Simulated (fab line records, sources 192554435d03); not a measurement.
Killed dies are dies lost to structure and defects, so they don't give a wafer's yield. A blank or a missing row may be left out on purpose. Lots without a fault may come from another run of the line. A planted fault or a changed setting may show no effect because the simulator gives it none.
A struck lot beside a sound one | flow n5_finfet | 16 steps out of a route of 1938
Sound: wafers L593.1, L593.2, L593.4. Struck: wafers L602.1, L602.2, L602.6. The cause comes at the end.
At each step with rows: each side's tool, then ch and its chambers, then its first start. Under that, the readings that differ: sound wafers | struck wafers | difference of the means | sigmas: that difference in standard deviations of wafers without a fault.
alike: readings whose means differ by less than 2 such deviations, and words and numbers that are the same on both sides. not compared: withheld readings, readings that some wafer has no value for, bounds like >300 that may hide the same value, and numbers for which the record gives no deviation and whose values overlap.
The two part at a step that has a row with sigmas, a row that says differs or no value, or rows on one side only. Numbers that don't overlap but have no deviation are shown without sigmas and don't part them. A reading that every wafer of one side lacks parts them only if that side has two wafers or more.

first, 7 steps without rows for these wafers: N5_WELL_APT_COAT_02 (resist thk 950 nm); N5_WELL_APT_EBR_04; N5_WELL_APT_SOFTBAKE_03 (time 60 s); N5_WELL_APT_EXPOSE_05 (exposes mask NWELL, defocus 0 nm, target cd 200 nm); N5_WELL_APT_PEB_06 (peb time 90 s); N5_WELL_APT_DEVELOP_07 (develop time 45 s); N5_WELL_APT_HARDBAKE_12 (time 120 s).
N5_WELL_APT_CD_MEAS_08: target cd 200 nm.
  sound on cd_sem-02 ch 0, day 1 19:36; struck on cd_sem-03 ch 0, day 4 02:18
  alike: cd_nm
N5_WELL_APT_OVL_MEAS_09:
  sound on overlay-01 ch 0, day 1 19:38; struck on overlay-02 ch 0, day 4 02:20
  alike: NWELL_OVL
N5_WELL_APT_INSPECT_10: inspects for defects (macro).
  sound on defect_inspect-01, day 1 19:40; struck on defect_inspect-01, day 4 02:21
  alike: raw_defect_count
N5_WELL_APT_DESCUM_13: chemistry O2, time 7.9 s.
  sound on rie_diel-04 ch 2,3, day 1 19:45; struck on rie_diel-06 ch 0,2,3, day 4 02:23
  alike: drypump_motor_current_A, oes_product_au, rf_fwd_power_W, rf_vpp_V, showerhead_plenum_p_Torr, throttle_valve_pct
  not compared: rf_hours_counter_h
then, 1 step without rows for these wafers: N5_WELL_APT_IMPLANT_14.
N5_WELL_APT_IMPLANT_15:
  sound on implanter-02 ch 0, day 1 20:02; struck on implanter-02 ch 0, day 4 02:40
  reading                   | sound                | struck               | difference | sigmas
  beam_energy_keV           | 25.001 24.999 24.999 | 29.754 29.751 29.753 | +4.753     | +99 or more
  model.implant.rp_nm (nm)  | 18.27 18.27 18.27    | 21.8 21.8 21.8       | +3.5       |
  model.implant.drp_nm (nm) | 8.457 8.457 8.457    | 9.586 9.586 9.586    | +1.129     |
  alike: tilt_deg
then, 1 step without rows for these wafers: N5_WELL_APT_STRIP_16 (strips in SPM, time 900 s).
-- the record jumps here: 6 days lie between the struck wafers' starts before and after (it left off in module WELL_APT and takes up again in module BEOL_M4, whose first step shown is number 1111 of the route) --
N5_BEOL_M4_RC_MEAS_101:
  sound on prober-02 ch 0, day 7 15:40; struck on prober-01 ch 0, day 9 18:53
  alike: DIBL_N, DIBL_P, IOFF_N, IOFF_P, ION_N, ION_P, SS_N, SS_P, VT_N, VT_P
then, 1 step without rows for these wafers: N5_PASSIVATION_PROBE_49.

WHERE THEY PART
Only at N5_WELL_APT_IMPLANT_15, within this record. Later steps at which nothing parts them and some readings are alike: N5_BEOL_M4_RC_MEAS_101.

WHY: what the simulator had put in
Process parameter drift: implanter-02, from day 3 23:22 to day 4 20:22, at N5_WELL_APT_IMPLANT_15. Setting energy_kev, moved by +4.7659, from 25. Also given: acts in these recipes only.
